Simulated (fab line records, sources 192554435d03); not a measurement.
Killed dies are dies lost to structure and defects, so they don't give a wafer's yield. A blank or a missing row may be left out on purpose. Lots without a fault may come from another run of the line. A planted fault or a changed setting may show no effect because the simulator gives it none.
Chamber matching | flow n5_finfet | N5_HKMG_FIN_ETCH_54 on rie_diel-05: 4 sister chambers
The step etches SiARC in CF4, target depth 45.5 nm, time 75.8 s. 4 wafers are shown with their chamber, then 7 later ones without.

WAFERS WITH THEIR CHAMBER
wafer  | chamber | drypump_motor_current_A (A)
L491.4 | 3       | 5.4
L492.2 | 1       | 6.1
L496.1 | 0       | 5.2
L496.2 | 2       | 6.3

WAFERS WITHOUT THEIR CHAMBER
wafer  | drypump_motor_current_A (A)
L496.3 | 6.1
L497.2 | 5.2
L497.3 | 6.3
L497.6 | 5.3
L498.1 | 5.2
L498.2 | 5.4
L498.6 | 5.4

WHICH CHAMBER EACH WENT THROUGH
wafer  | from the rows above     | in truth
L496.3 | 1                       | 1
L497.2 | 0                       | 0
L497.3 | 2                       | 2
L497.6 | can't be placed: 0 or 3 | 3
L498.1 | 0                       | 0
L498.2 | 3                       | 3
L498.6 | 3                       | 3
Placed correctly: 6 of 7. Can't be placed from these rows: 1 (the true chamber is among the candidates in 1). Placed wrongly: 0.
How it was worked out, from the rows above alone: a wafer's distance from a chamber is the root of the sum, over the readings, of the square of ((its reading less the chamber's mean) divided by the reading's scatter). The wafer belongs to the nearest chamber; if the next one is less than 2 further off, it can't be placed. A chamber's mean is the mean of its shown wafers. The scatter: with one shown wafer a chamber, the root of the mean of the squares of how far each hidden wafer lies from its nearest shown one.
